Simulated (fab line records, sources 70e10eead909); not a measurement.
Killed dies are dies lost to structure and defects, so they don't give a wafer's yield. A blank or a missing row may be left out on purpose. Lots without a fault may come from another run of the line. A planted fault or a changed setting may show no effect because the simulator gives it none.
A struck lot beside a sound one | flow nand_harc | 15 steps out of a route of 1302
Sound: wafers L301.2, L301.4, L301.6. Struck: wafers L304.2, L304.3, L304.5. The cause comes at the end.
At each step with rows: each side's tool, then ch and its chambers, then its first start. Under that, the readings that differ: sound wafers | struck wafers | difference of the means | sigmas: that difference in standard deviations of wafers without a fault.
alike: readings whose means differ by less than 2 such deviations, and words and numbers that are the same on both sides. not compared: withheld readings, readings that some wafer has no value for, bounds like >300 that may hide the same value, and numbers for which the record gives no deviation and whose values overlap.
The two part at a step that has a row with sigmas, a row that says differs or no value, or rows on one side only. Numbers that don't overlap but have no deviation are shown without sigmas and don't part them. A reading that every wafer of one side lacks parts them only if that side has two wafers or more.

first, 4 steps without rows for these wafers: NHARC_A_ZERO_WELL_STRIP_14 (strips in SPM, time 900 s); NHARC_A_ZERO_WELL_IMPLANT_15; NHARC_A_ZERO_WELL_PRECLEAN_22 (cleans in SC1, time 60 s); NHARC_A_ZERO_WELL_SRD_23.
NHARC_A_ZERO_WELL_RTA_16: time 10 s.
  sound on rtp_anneal-02 ch 0, day 7 19:42; struck on rtp_anneal-02 ch 0, day 8 18:16
  alike: lamp_power_pct, lamp_zone_2_pct, wafer_temp_C_max
NHARC_A_ZERO_WELL_INSPECT_17:
  sound on defect_inspect-02, day 7 19:52; struck on defect_inspect-01, day 8 18:26
  alike: raw_defect_count
then, 3 steps without rows for these wafers: NHARC_A_SOURCE_PLATE_PRECLEAN_00 (cleans in HF-LAST, time 60 s); NHARC_A_SOURCE_PLATE_SRD_01; NHARC_A_SOURCE_PLATE_OXIDE_02 (material SiO2, target thk 10 nm, ox time 1362 s).
NHARC_A_SOURCE_PLATE_THK_MEAS_09: measures by ellipsometry.
  sound on film_metro-02, day 8 04:16; struck on film_metro-02, day 9 01:44
  alike: thk_nm
then, 1 step without rows for these wafers: NHARC_A_SOURCE_PLATE_PVD_04 (deposits WSi2, target thk 50 nm).
NHARC_A_SOURCE_PLATE_CVD_03: deposits poly-Si, target thk 200 nm, time 4000 s.
  sound on lpcvd_poly-02 ch 0, day 8 06:51; struck on lpcvd_poly-04 ch 0, day 9 05:30
  reading                | sound                | struck               | difference | sigmas
  spike_tc_bottom_C (C)  | 638 637 638          | 655 658 657          | +19        | +6
  spike_tc_centre_C (C)  | 620.0 619.4 620.5    | 633.8 633.6 634.2    | +13.9      | +15
  spike_tc_lower_C (C)   | 623.4 622.2 623.2    | 631.2 632.5 634.5    | +9.8       | +8
  spike_tc_top_C (C)     | 642.0 642.1 641.1    | 654.7 656.5 655.5    | +13.8      | +13
  spike_tc_upper_C (C)   | 621.5 619.9 619.6    | 633.6 634.3 634.5    | +13.8      | +11
  tube_center_temp_C (C) | 620.06 619.95 619.97 | 633.86 634.01 633.91 | +13.93     | +99 or more
then, 1 step without rows for these wafers: NHARC_A_SOURCE_PLATE_ANNEAL_05 (time 1800 s).
NHARC_A_SOURCE_PLATE_THK_MEAS_06: measures by ellipsometry.
  sound on film_metro-01, day 8 16:47; struck on film_metro-02, day 9 18:11
  reading     | sound             | struck            | difference | sigmas
  thk_nm (nm) | 201.4 202.3 203.1 | 275.6 274.8 275.0 | +72.9      | +35
  not compared: hold
NHARC_END_SORT_01:
  the record has rows for the sound wafers here (prober-02 ch 0, day 26 04:20) and none for the struck ones

WHERE THEY PART
First at NHARC_A_SOURCE_PLATE_CVD_03; last, within this record, at NHARC_END_SORT_01.

WHY: what the simulator had put in
Process parameter drift: lpcvd_poly-04, from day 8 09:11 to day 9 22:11, at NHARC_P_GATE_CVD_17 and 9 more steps. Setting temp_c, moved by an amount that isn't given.
